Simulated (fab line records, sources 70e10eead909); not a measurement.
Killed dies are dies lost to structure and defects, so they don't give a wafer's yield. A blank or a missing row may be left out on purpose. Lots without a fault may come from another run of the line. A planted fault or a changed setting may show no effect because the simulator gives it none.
Which tool did it? | flow nand_harc | 6 lots, 18 wafers sampled, at 2 steps of a route of 1302

WHAT THE GAUGES READ, wafer by wafer
NHARC_A_CHANNEL_HOLE_D1_CD_MEAS_10: target cd 100 nm.
lot  | measured     | on        | cd_nm (nm)
L600 | day 10 06:45 | cd_sem-01 | 99.6 100.4 100.1
L606 | day 12 17:11 | cd_sem-02 | 100.6 99.9 99.8
L609 | day 13 22:29 | cd_sem-01 | 97.4 97.2 97.2
L613 | day 15 16:20 | cd_sem-01 | 97.8 97.9 98.4
L615 | day 16 04:03 | cd_sem-02 | 100.3 99.3 99.8
L618 | day 18 01:16 | cd_sem-03 | 100.4 100.7 100.5

WHICH TOOL RAN EACH LOT (tool, then ch and the chambers of the sampled wafers, then the start)
lot  | NHARC_A_CHANNEL_HOLE_D1_EXPOSE_07
L600 | arfi_scanner-02 ch 0, day 10 06:37
L606 | arfi_scanner-03 ch 0, day 12 17:02
L609 | arfi_scanner-03 ch 0, day 13 22:20
L613 | arfi_scanner-03 ch 0, day 15 16:12
L615 | arfi_scanner-02 ch 0, day 16 03:55
L618 | arfi_scanner-01 ch 0, day 18 01:07
- NHARC_A_CHANNEL_HOLE_D1_EXPOSE_07: exposes mask HOLE D1, target cd 100 nm.

THE ANSWER, worked out from the rows above alone
Rule: what is usual is taken from the lots themselves. Put in order of their means at a reading, lots are off if they are a third of the lots or fewer, leave a main group of 4 or more, and stand apart from it by a gap of 3 or more times the standard deviation of the main group's means; of several such gaps the widest counts. A main group whose means are all the same, to the digits that the tables above print for the reading, isn't used. A lot without any number at a reading at which 4 lots or more have one is off too. The other lots that the step has rows for count as sound.
Off: L609, L613, at NHARC_A_CHANNEL_HOLE_D1_CD_MEAS_10 (cd_nm). The main group: mean 100.1 nm, standard deviation 0.27.
A tool fits if, at a process step before that reading, it ran every lot that is off, and no sound lot after the first of them. The gauges at NHARC_A_CHANNEL_HOLE_D1_CD_MEAS_10 are tried like those tools. Can't be told from this: 2 tools fit, arfi_scanner-03 at NHARC_A_CHANNEL_HOLE_D1_EXPOSE_07, cd_sem-01 at NHARC_A_CHANNEL_HOLE_D1_CD_MEAS_10.

WHAT THE SIMULATOR HAD PUT IN
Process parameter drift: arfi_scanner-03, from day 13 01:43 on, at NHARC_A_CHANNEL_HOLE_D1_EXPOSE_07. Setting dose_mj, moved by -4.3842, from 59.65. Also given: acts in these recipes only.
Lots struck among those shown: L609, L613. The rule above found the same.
